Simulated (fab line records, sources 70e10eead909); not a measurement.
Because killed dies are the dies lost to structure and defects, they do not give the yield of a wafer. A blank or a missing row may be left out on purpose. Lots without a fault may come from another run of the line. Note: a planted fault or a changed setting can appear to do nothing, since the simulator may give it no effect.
The same fault as seen by 3 desks -- flow nand_harc -- what lay behind the numbers comes last; until then each desk has only its own

== METROLOGY DESK ==
Means of the sampled wafers that have a number, per lot and without regard to the tool the lot ran on: this is what the gauges read. The brackets show how far a lot's mean lies from the usual mean; more than 4 standard deviations puts the lot out of limits, marked OUT.
Columns: A = cd_nm at NHARC_A_CHANNEL_HOLE_D1_CD_MEAS_30, usual 90.1 nm
lot,first seen here,A
L668,day 8 21:38,90.4
L672,day 9 09:19,90.6
L674,day 10 05:34,88.9
L677,day 10 15:31,89.2
L687,day 13 11:43,90.6
L690,day 13 19:39,90.0
Result from this desk: across the 6 lots, nothing is out of limits.

== TOOL OWNER'S DESK, rie_si-04 ==
The tool's own readings at NHARC_A_CHANNEL_FILL_D1_ETCHBACK_19 (etches the open film in HBr/Cl2, target depth 5 nm, time 1.7 s): means of the sampled wafers that have a number, for each lot that ran on this tool. The brackets show how far a lot's mean lies from the usual mean; more than 4 standard deviations puts the lot out of limits, marked OUT.
Columns: A = drypump_motor_current_A at NHARC_A_CHANNEL_FILL_D1_ETCHBACK_19, usual 5.9 A; B = oes_product_au at NHARC_A_CHANNEL_FILL_D1_ETCHBACK_19, usual 1.000 a.u.; C = throttle_valve_pct at NHARC_A_CHANNEL_FILL_D1_ETCHBACK_19, usual 26.405 %
lot,first seen here,A,B,C
L672,day 10 07:41,6.2,1.004,26.401
L674,day 11 06:00,6.4,1.224 (+28) OUT,26.413
L677,day 11 16:25,6.2,1.213 (+27) OUT,26.405
This desk finds L674, L677 out of limits, L674 being first, at day 11 06:00 (oes_product_au at NHARC_A_CHANNEL_FILL_D1_ETCHBACK_19). In limits: L672.

== THE DEFECT DESK ==
For each lot, the counts of the inspections along the route, averaged over the sampled wafers that have a number. The brackets show how far a lot's mean lies from the usual mean; more than 4 standard deviations puts the lot out of limits, marked OUT.
Columns: A = raw_defect_count at NHARC_A_CHANNEL_HOLE_D1_INSPECT_40, usual 62
lot,first seen here,A
L668,day 8 21:50,50
L672,day 9 09:29,50
L674,day 10 05:46,69
L677,day 10 15:43,51
L687,day 13 11:55,70
L690,day 13 19:50,53
Result from this desk: across the 6 lots, nothing is out of limits.

== ALL TOGETHER ==
The tool owner's desk could have raised an alarm at day 11 06:00, on L674, L677.
Nothing out of limits was seen by the metrology desk.
Nothing out of limits was seen by the defect desk.
The metrology desk holds a record of L674, L677, inside its limits.
The defect desk has L674, L677 on record, within its limits.
The lots listed all ran NHARC_A_CHANNEL_FILL_D1_ETCHBACK_19 on rie_si-04.

== WHAT THE SIMULATOR PUT IN ==
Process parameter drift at NHARC_A_CHANNEL_FILL_D1_ETCHBACK_19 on rie_si-04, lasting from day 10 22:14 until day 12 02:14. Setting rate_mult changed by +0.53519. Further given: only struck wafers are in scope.
Struck lots among those shown: L674, L677.
Hours from the fault's start to each desk's first reading out of limits: the tool owner's desk, 8.
